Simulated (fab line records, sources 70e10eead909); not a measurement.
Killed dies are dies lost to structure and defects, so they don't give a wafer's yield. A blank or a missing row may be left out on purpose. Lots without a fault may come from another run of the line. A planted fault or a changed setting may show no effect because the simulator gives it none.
A struck lot beside a sound one | flow nand_harc | 15 steps out of a route of 1302
Sound: wafers L158.2, L158.3, L158.4. Struck: wafer L175.2. (L175.1, L175.3 of the same lot were not struck and are left out.) The cause comes at the end.
At each step with rows: each side's tool, then ch and its chambers, then its first start. Under that, the readings that differ: sound wafers | struck wafers | difference of the means | sigmas: that difference in standard deviations of wafers without a fault.
alike: readings whose means differ by less than 2 such deviations, and words and numbers that are the same on both sides. not compared: withheld readings, readings that some wafer has no value for, bounds like >300 that may hide the same value, and numbers for which the record gives no deviation and whose values overlap.
The two part at a step that has a row with sigmas, a row that says differs or no value, or rows on one side only. Numbers that don't overlap but have no deviation are shown without sigmas and don't part them. A reading that every wafer of one side lacks parts them only if that side has two wafers or more.

first, 8 steps without rows for these wafers: NHARC_A_CONTACT_COAT_61 (time 75 s); NHARC_A_CONTACT_COAT_62 (time 65 s); NHARC_A_CONTACT_COAT_63 (resist thk 90 nm); NHARC_A_CONTACT_SOFTBAKE_64 (time 55 s); NHARC_A_CONTACT_EBR_65; NHARC_A_CONTACT_EXPOSE_66 (exposes mask A CC 2); NHARC_A_CONTACT_PEB_67 (peb time 65 s); NHARC_A_CONTACT_DEVELOP_68 (develop time 35 s).
NHARC_A_CONTACT_CD_MEAS_69: target cd 300 nm.
  sound on cd_sem-03 ch 0, day 23 06:22; struck on cd_sem-01 ch 0, day 31 07:02
  alike: cd_nm
NHARC_A_CONTACT_OVL_MEAS_70:
  sound on overlay-02, day 23 06:27; struck on overlay-01, day 31 07:08
  alike: overlay_x_nm, overlay_y_nm
NHARC_A_CONTACT_INSPECT_71:
  sound on defect_inspect-02, day 23 06:29; struck on defect_inspect-02, day 31 07:10
  alike: raw_defect_count
NHARC_A_CONTACT_DESCUM_74: chemistry O2, time 3 s.
  sound on rie_diel-11 ch 0,2,3, day 23 07:07; struck on rie_diel-11 ch 2, day 31 07:14
  reading                | sound          | struck | difference | sigmas
  rf_hours_counter_h (h) | 17 18 16       | 20     | +3         |
  rf_vpp_V (V)           | 59.1 58.6 59.1 | 56.2   | -2.7       | -3
  alike: drypump_motor_current_A, mfc_ar_sccm, oes_product_au, showerhead_plenum_p_Torr, throttle_valve_pct
NHARC_A_CONTACT_ETCH_75: etches the open film in CF4, target depth 39 nm, time 65 s.
  sound on rie_diel-11 ch 0,1,3, day 23 07:12; struck on rie_diel-11 ch 3, day 31 07:19
  reading                | sound             | struck | difference | sigmas
  oes_product_au (a.u.)  | 0.984 0.999 0.999 | 0.814  | -0.180     | -23
  rf_hours_counter_h (h) | 17 17 16          | 19     | +2         |
  alike: drypump_motor_current_A, mfc_ar_sccm, rf_vpp_V, showerhead_plenum_p_Torr, throttle_valve_pct
NHARC_A_CONTACT_ETCH_76: etches the open film in N2/H2, target depth 260 nm, time 475.3 s.
  sound on rie_diel-11 ch 0,1,3; struck on rie_diel-11 ch 2
  reading                | sound    | struck | difference | sigmas
  rf_hours_counter_h (h) | 17 18 17 | 21     | +4         |
  alike: drypump_motor_current_A, mfc_ar_sccm, oes_product_au, rf_vpp_V, showerhead_plenum_p_Torr, throttle_valve_pct
-- the record jumps here: 3 days lie between the struck wafers' starts before and after (it left off in module A_CONTACT and takes up again in module END, whose first step shown is number 1302 of the route) --
NHARC_END_SORT_01:
  the record has rows for the struck wafers here (prober-02 ch 0, day 33 22:44) and none for the sound ones

WHERE THEY PART
First at NHARC_A_CONTACT_DESCUM_74; last, within this record, at NHARC_END_SORT_01.

WHY: what the simulator had put in
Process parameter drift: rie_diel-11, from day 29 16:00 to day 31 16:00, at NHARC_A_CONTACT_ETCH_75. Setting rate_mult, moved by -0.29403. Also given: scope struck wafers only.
